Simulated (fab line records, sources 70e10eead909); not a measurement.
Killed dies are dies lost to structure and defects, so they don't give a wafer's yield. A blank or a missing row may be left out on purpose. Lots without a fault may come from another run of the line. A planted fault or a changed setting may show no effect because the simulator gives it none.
A struck lot beside a sound one | flow nand_harc | 16 steps out of a route of 1159
Sound: wafers L164.2, L164.5, L164.6. Struck: wafers L160.1, L160.2, L160.5. The cause comes at the end.
At each step with rows: each side's tool, then ch and its chambers, then its first start. Under that, the readings that differ: sound wafers | struck wafers | difference of the means | sigmas: that difference in standard deviations of wafers without a fault.
alike: readings whose means differ by less than 2 such deviations, and words and numbers that are the same on both sides. not compared: withheld readings, readings that some wafer has no value for, bounds like >300 that may hide the same value, and numbers for which the record gives no deviation and whose values overlap.
The two part at a step that has a row with sigmas, a row that says differs or no value, or rows on one side only. Numbers that don't overlap but have no deviation are shown without sigmas and don't part them. A reading that every wafer of one side lacks parts them only if that side has two wafers or more.

NHARC_P_M0_DESCUM_14: chemistry O2, time 3 s.
  sound on rie_diel-05 ch 0,2,3, day 9 16:47; struck on rie_diel-07 ch 0,2,3, day 8 13:05
  alike: drypump_motor_current_A, oes_product_au, rf_vpp_V, showerhead_plenum_p_Torr, throttle_valve_pct
  not compared: rf_hours_counter_h
NHARC_P_M0_ETCH_34: etches the open film in N2/H2, target depth 40 nm, overetch 12 nm, time 43.94 s.
  sound on rie_diel-05 ch 2,3, day 9 16:53; struck on rie_diel-07 ch 0,2,3, day 8 13:11
  alike: drypump_motor_current_A, oes_product_au, rf_vpp_V, showerhead_plenum_p_Torr, throttle_valve_pct
  not compared: rf_hours_counter_h
then, 1 step without rows for these wafers: NHARC_P_M0_ETCH_15 (etches the open film in C4F8/Ar, target depth 150 nm, overetch 15 nm, time 82.5 s).
NHARC_P_M0_CD_MEAS_16:
  sound on cd_sem-02, day 9 17:07; struck on cd_sem-01, day 8 13:23
  alike: cd_nm
then, 2 steps without rows for these wafers: NHARC_P_M0_STRIP_18 (strips in N2/H2); NHARC_P_M0_STRIP_19 (strips in post etch residue remover, time 600 s).
NHARC_P_M0_DEGAS_28: time 60 s.
  sound on pvd_sputter-01, day 9 17:44; struck on pvd_sputter-03, day 8 14:01
  alike: heater_power_w
then, 1 step without rows for these wafers: NHARC_P_M0_PRE_CLEAN_29 (time 30 s).
NHARC_P_M0_PVD_20: deposits TaN, target thk 5 nm, time 8.06 s.
  sound on pvd_sputter-01; struck on pvd_sputter-03
  alike: bias_v, throttle_valve_pct
NHARC_P_M0_PVD_21: deposits Cu, target thk 30 nm, time 20.49 s.
  sound on pvd_sputter-01; struck on pvd_sputter-03
  reading                | sound          | struck         | difference | sigmas
  throttle_valve_pct (%) | 31.6 31.5 31.4 | 30.2 29.7 30.2 | -1.5       | -2
then, 2 steps without rows for these wafers: NHARC_P_M0_ECD_22 (material Cu, target thk 400 nm); NHARC_P_M0_ANNEAL_30 (time 90 s).
NHARC_P_M0_CMP_23: polishes, t overpolish 20 s, target thk 117.53 nm.
  sound on cmp-04 ch 0,1, day 9 19:01; struck on cmp-03 ch 0,1, day 8 15:07
  reading                | sound          | struck         | difference | sigmas
  time_to_endpoint_s (s) | 26.3 25.1 27.6 | 17.6 16.7 18.2 | -8.8       | -4
  alike: motor_current_A
NHARC_P_M0_THK_MEAS_24: measures by xrf.
  sound on film_metro-01, day 9 19:17; struck on film_metro-02, day 8 15:25
  reading     | sound             | struck            | difference | sigmas
  thk_nm (nm) | 116.5 115.3 117.2 | 111.8 110.4 112.2 | -4.9       | -4
then, 1 step without rows for these wafers: NHARC_P_M0_SRD_25.
-- the record jumps here: 13 days lie between the struck wafers' starts before and after (it left off in module P_M0 and takes up again in module END, whose first step shown is number 1159 of the route) --
NHARC_END_SORT_01:
  sound on prober-02 ch 0, day 23 21:22; struck on prober-01 ch 0, day 21 17:22
  alike: defect_limited_yield, killed_at_array, killed_at_other, killed_at_periphery, killed_dies, killed_open, killed_short, sort_bin_2_pct, sort_bin_3_pct, sort_bin_4_pct, sort_n_pass, sort_rim_yield_pct, sort_yield_pct

WHERE THEY PART
First at NHARC_P_M0_PVD_21; last, within this record, at NHARC_P_M0_THK_MEAS_24. Later steps at which nothing parts them and some readings are alike: NHARC_END_SORT_01.

WHY: what the simulator had put in
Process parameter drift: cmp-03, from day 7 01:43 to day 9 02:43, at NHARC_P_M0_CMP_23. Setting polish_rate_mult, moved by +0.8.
